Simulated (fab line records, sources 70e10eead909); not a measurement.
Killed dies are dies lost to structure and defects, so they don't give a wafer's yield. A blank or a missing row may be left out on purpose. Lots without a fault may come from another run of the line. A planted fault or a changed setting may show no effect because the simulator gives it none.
Tool commonality check | flow nand_harc | 12 lots, 36 wafers sampled

WHY IT WAS OPENED
At NHARC_END_SORT_01 the reading killed_at_periphery is flagged on 1 of 12 lots. Wafers without a fault read 2.9, standard deviation 2.2.
Rule: a lot is flagged when every wafer of it that has a number lies more than 4 standard deviations from that mean, or none has a number. The other lots count as sound.

lot  | measured     | on        | killed_at_periphery, wafer by wafer | flag
L860 | day 20 09:37 | prober-01 | 642 640 634                         | FLAGGED
L858 | day 20 14:42 | prober-02 | 4 3 3                               |
L862 | day 21 09:58 | prober-02 | 3 9 7                               |
L864 | day 21 17:44 | prober-02 | 0 3 4                               |
L870 | day 22 17:25 | prober-01 | 4 0 3                               |
L872 | day 23 06:09 | prober-02 | 3 2 0                               |
L871 | day 23 07:44 | prober-01 | 2 0 3                               |
L873 | day 23 15:29 | prober-01 | 6 2 3                               |
L876 | day 24 04:02 | prober-02 | 2 6 1                               |
L874 | day 24 04:02 | prober-01 | 0 3 0                               |
L875 | day 24 11:01 | prober-01 | 6 3 3                               |
L878 | day 24 17:16 | prober-02 | 0 0 1                               |
The numbers of the flagged lots are 638.7 on average: +635.8 against the usual, or +99 or more standard deviations.

WHICH TOOL RAN EACH LOT
The record holds 4 process steps before the reading, out of a route of 1159 steps. In each cell: the tool, then ch and the chambers that the sampled wafers went through, then the start.
lot  | flag    | NHARC_P_ZERO_WELL_DESCUM_39       | NHARC_P_STI_CMP_21           | NHARC_P_GATE_EXPOSE_08           | NHARC_P_GATE_STRIP_108
L860 | FLAGGED | rie_diel-07 ch 0,1, day 2 22:10   | cmp-03 ch 0,3, day 4 10:49   | krf_scanner-01 ch 0, day 5 03:22 | rie_diel-11 ch 0,1,3, day 5 18:09
L858 |         | rie_diel-03 ch 0,1,2, day 2 10:20 | cmp-04 ch 1,2,3, day 4 10:43 | krf_scanner-04 ch 0, day 5 03:12 | rie_diel-06 ch 1,3, day 5 19:22
L862 |         | rie_diel-03 ch 0,2, day 3 10:16   | cmp-01 ch 1,2,3, day 4 21:47 | krf_scanner-01 ch 0, day 5 14:47 | rie_diel-11 ch 1,2,3, day 6 07:37
L864 |         | rie_diel-03 ch 0,1,2, day 3 22:36 | cmp-03 ch 0,1,3, day 5 18:05 | krf_scanner-02 ch 0, day 6 06:56 | rie_diel-06 ch 1,2,3, day 6 21:34
L870 |         | rie_diel-03 ch 0,2,3, day 5 10:20 | cmp-03 ch 0,1,2, day 6 23:31 | krf_scanner-01 ch 0, day 7 17:50 | rie_diel-11 ch 0,1,3, day 8 15:04
L872 |         | rie_diel-07 ch 0,2,3, day 5 22:08 | cmp-01 ch 0,2,3, day 7 08:17 | krf_scanner-02 ch 0, day 8 03:28 | rie_diel-09 ch 1,2,3, day 8 19:41
L871 |         | rie_diel-05 ch 0,1,3, day 5 16:17 | cmp-04 ch 0,3, day 7 08:17   | krf_scanner-01 ch 0, day 8 03:19 | rie_diel-06 ch 0,2, day 8 19:32
L873 |         | rie_diel-07 ch 1,2,3, day 6 04:19 | cmp-01 ch 0,1, day 7 20:44   | krf_scanner-02 ch 0, day 8 14:45 | rie_diel-11 ch 0,3, day 9 06:45
L876 |         | rie_diel-03 ch 0,1,3, day 6 22:23 | cmp-04 ch 0,3, day 8 10:11   | krf_scanner-01 ch 0, day 9 05:13 | rie_diel-06 ch 2,3, day 9 20:07
L874 |         | rie_diel-05 ch 0,3, day 6 10:16   | cmp-01 ch 0,2, day 8 03:29   | krf_scanner-02 ch 0, day 8 20:22 | rie_diel-11 ch 0,1,3, day 9 11:05
L875 |         | rie_diel-07 ch 0,2,3, day 6 16:20 | cmp-01 ch 0,2,3, day 8 10:10 | krf_scanner-02 ch 0, day 9 05:02 | rie_diel-06 ch 0,2,3, day 9 19:47
L878 |         | rie_diel-03 ch 1,2,3, day 7 10:17 | cmp-01 ch 0,2,3, day 9 01:56 | krf_scanner-01 ch 0, day 9 21:14 | rie_diel-06 ch 0,1,3, day 10 12:09
What these steps do:
- NHARC_P_ZERO_WELL_DESCUM_39: chemistry O2, time 3 s.
- NHARC_P_STI_CMP_21: polishes, t overpolish 20 s, target thk 380.67 nm.
- NHARC_P_GATE_EXPOSE_08: exposes mask P HV.
- NHARC_P_GATE_STRIP_108: strips in O2.
- NHARC_END_SORT_01

FLAGGED OVER TOTAL, TOOL BY TOOL (the gauges that took the reading come last)
step                        | tool           | lots run | flagged | share of the flagged lots | sound lots run after its first flagged lot
NHARC_P_ZERO_WELL_DESCUM_39 | rie_diel-03    | 6        | 0       | none                      | -
NHARC_P_ZERO_WELL_DESCUM_39 | rie_diel-05    | 2        | 0       | none                      | -
NHARC_P_ZERO_WELL_DESCUM_39 | rie_diel-07    | 4        | 1       | all                       | 3 (L872,L873,L875)
NHARC_P_STI_CMP_21          | cmp-01         | 6        | 0       | none                      | -
NHARC_P_STI_CMP_21          | cmp-03         | 3        | 1       | all                       | 2 (L864,L870)
NHARC_P_STI_CMP_21          | cmp-04         | 3        | 0       | none                      | -
NHARC_P_GATE_EXPOSE_08      | krf_scanner-01 | 6        | 1       | all                       | 5 (L862,L870,L871,L876,L878)
NHARC_P_GATE_EXPOSE_08      | krf_scanner-02 | 5        | 0       | none                      | -
NHARC_P_GATE_EXPOSE_08      | krf_scanner-04 | 1        | 0       | none                      | -
NHARC_P_GATE_STRIP_108      | rie_diel-06    | 6        | 0       | none                      | -
NHARC_P_GATE_STRIP_108      | rie_diel-09    | 1        | 0       | none                      | -
NHARC_P_GATE_STRIP_108      | rie_diel-11    | 5        | 1       | all                       | 4 (L862,L870,L873,L874)
NHARC_END_SORT_01           | prober-01      | 6        | 1       | all                       | 5 (L870,L871,L873,L874,L875)
NHARC_END_SORT_01           | prober-02      | 6        | 0       | none                      | -

WHAT THE TABLE ALLOWS
5 rows of the table ran every flagged lot: rie_diel-07 at NHARC_P_ZERO_WELL_DESCUM_39, cmp-03 at NHARC_P_STI_CMP_21, krf_scanner-01 at NHARC_P_GATE_EXPOSE_08, rie_diel-11 at NHARC_P_GATE_STRIP_108, prober-01 at NHARC_END_SORT_01.
- rie_diel-07 at NHARC_P_ZERO_WELL_DESCUM_39: 1 of its 4 lots flagged. Sound lots ran on it after the first flagged one (L872, L873, L875), which a lasting fault on the whole tool wouldn't allow.
- cmp-03 at NHARC_P_STI_CMP_21: 1 of its 3 lots flagged. Sound lots ran on it after the first flagged one (L864, L870), which a lasting fault on the whole tool wouldn't allow.
- krf_scanner-01 at NHARC_P_GATE_EXPOSE_08: 1 of its 6 lots flagged. Sound lots ran on it after the first flagged one (L862, L870, L871, L876, L878), which a lasting fault on the whole tool wouldn't allow.
- rie_diel-11 at NHARC_P_GATE_STRIP_108: 1 of its 5 lots flagged. Sound lots ran on it after the first flagged one (L862, L870, L873, L874), which a lasting fault on the whole tool wouldn't allow.
- prober-01 at NHARC_END_SORT_01: 1 of its 6 lots flagged. Sound lots ran on it after the first flagged one (L870, L871, L873, L874, L875), which a lasting fault on the whole tool wouldn't allow.
No row of the table ran every flagged lot and no sound lot after the first.

WHAT THE SIMULATOR HAD PUT IN
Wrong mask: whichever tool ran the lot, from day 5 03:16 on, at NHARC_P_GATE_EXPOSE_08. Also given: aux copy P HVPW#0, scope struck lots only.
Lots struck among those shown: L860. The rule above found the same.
